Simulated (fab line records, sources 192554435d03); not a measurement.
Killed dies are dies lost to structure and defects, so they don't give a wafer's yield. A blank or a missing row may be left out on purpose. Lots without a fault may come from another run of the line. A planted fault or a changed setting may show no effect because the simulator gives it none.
Split-lot experiment | flow n5_finfet | 7 lots, 21 wafers read, on a route of 1938 steps

THE SPLIT
At N5_MOL_CONTACT_COAG_ETCH_47 (etches SiNx in CH3F/O2, stops on W, target depth 27 nm), the setting source_w was moved away from the recipe's 395 W on 8 of the 21 wafers read, by -11.9% to +17.9%. The other wafers ran this setting at the recipe's value.

The reading is taken at the split's own step.

THE READING
rf_vpp_V, in V, at N5_MOL_CONTACT_COAG_ETCH_47 (etches SiNx in CH3F/O2, stops on W, target depth 27 nm). Fault-free wafers of this fab line usually give 296.2 V, standard deviation 2.9 V.

wafer  | tool, chamber at the split | source_w as run, W | against the recipe | rf_vpp_V, V | against lot-mates on the recipe
L076.3 | rie_diel-02, 0             | 395                | recipe             | 292.2       | -
L076.4 | rie_diel-02, 1             | 465.6              | +17.9%             | 274.6       | -18.2
L076.6 | rie_diel-02, 2             | 395                | recipe             | 293.4       | -
L090.1 | rie_diel-06, 1             | 413.1              | +4.6%              | 291.1       | -9.2
L090.2 | rie_diel-06, 2             | 395                | recipe             | 300.3       | -
L090.3 | rie_diel-06, 3             | 413.1              | +4.6%              | 298.6       | -1.7
L091.1 | rie_diel-06, 3             | 435.3              | +10.2%             | 289.7       | -8.6
L091.3 | rie_diel-06, 0             | 435.3              | +10.2%             | 287.8       | -10.5
L091.6 | rie_diel-06, 1             | 395                | recipe             | 298.3       | -
L092.1 | rie_diel-02, 2             | 395                | recipe             | 291.6       | -
L092.5 | rie_diel-02, 2             | 395                | recipe             | 291.2       | -
L092.6 | rie_diel-02, 3             | 395                | recipe             | 296.0       | -
L094.2 | rie_diel-02, 0             | 348                | -11.9%             | 312.2       | +18.3
L094.3 | rie_diel-02, 2             | 395                | recipe             | 291.7       | -
L094.6 | rie_diel-02, 3             | 395                | recipe             | 296.1       | -
L095.4 | rie_diel-01, 3             | 395                | recipe             | 297.1       | -
L095.5 | rie_diel-01, 1             | 395                | recipe             | 296.0       | -
L095.6 | rie_diel-01, 0             | 442.9              | +12.1%             | 277.3       | -19.2
L096.1 | rie_diel-02, 1             | 395                | recipe             | 295.8       | -
L096.3 | rie_diel-02, 2             | 440.8              | +11.6%             | 277.6       | -16.6
L096.4 | rie_diel-02, 0             | 395                | recipe             | 292.7       | -

THE FIT
A straight line over all 21 wafers: rf_vpp_V changes by -1.17 V for each +1% of source_w; r = -0.90; the points scatter about the line by 3.8 V.
The same after taking each lot's own level away (the mean of its wafers on the recipe; 21 wafers): -1.25 V for each +1%; r = -0.95; scatter 2.6 V.
On that fit, the largest move of source_w shifts the reading by 22 V.
The lots' own levels span 292.80 to 300.30 V, that is 2.6 times the standard deviation above.
So the lot-to-lot level changes the slope little: the two slopes agree.
Check: with one of the wafers moved furthest among these (+17.9%) left out of the fit, the line predicts -23.6 V for it against its lot-mates. It came out at -18.2 V against them.
Tool readings at the split's step, against how far the setting was moved: etch_rf_on_time_s r = -0.92; rf_vpp_V r = -0.90.

THE WHOLE CHAIN: every reading that the file lists as answering this split, in the file's order
step                        | what it does                                           | reading                                                           | change (the file's fit)               | r (the file's)
N5_MOL_CONTACT_COAG_ETCH_47 | etches SiNx in CH3F/O2, stops on W, target depth 27 nm | etch_rf_on_time_s                                                 | withheld for each +1% of the setting  | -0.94
N5_MOL_CONTACT_COAG_ETCH_47 | etches SiNx in CH3F/O2, stops on W, target depth 27 nm | rf_vpp_V                                                          | -1.26 V for each +1% of the setting   | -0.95
N5_MOL_CONTACT_COAG_ETCH_47 | etches SiNx in CH3F/O2, stops on W, target depth 27 nm | etch.t_clear_s (the simulator's own value, which no gauge read)   | -0.119 s for each +1% of the setting  | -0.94
N5_MOL_CONTACT_COAG_ETCH_47 | etches SiNx in CH3F/O2, stops on W, target depth 27 nm | etch.over_etch_s (the simulator's own value, which no gauge read) | -0.0238 s for each +1% of the setting | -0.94

THE FILE'S OWN FIT
rf_vpp_V changes by -1.26 V for each +1% of source_w, r = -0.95.
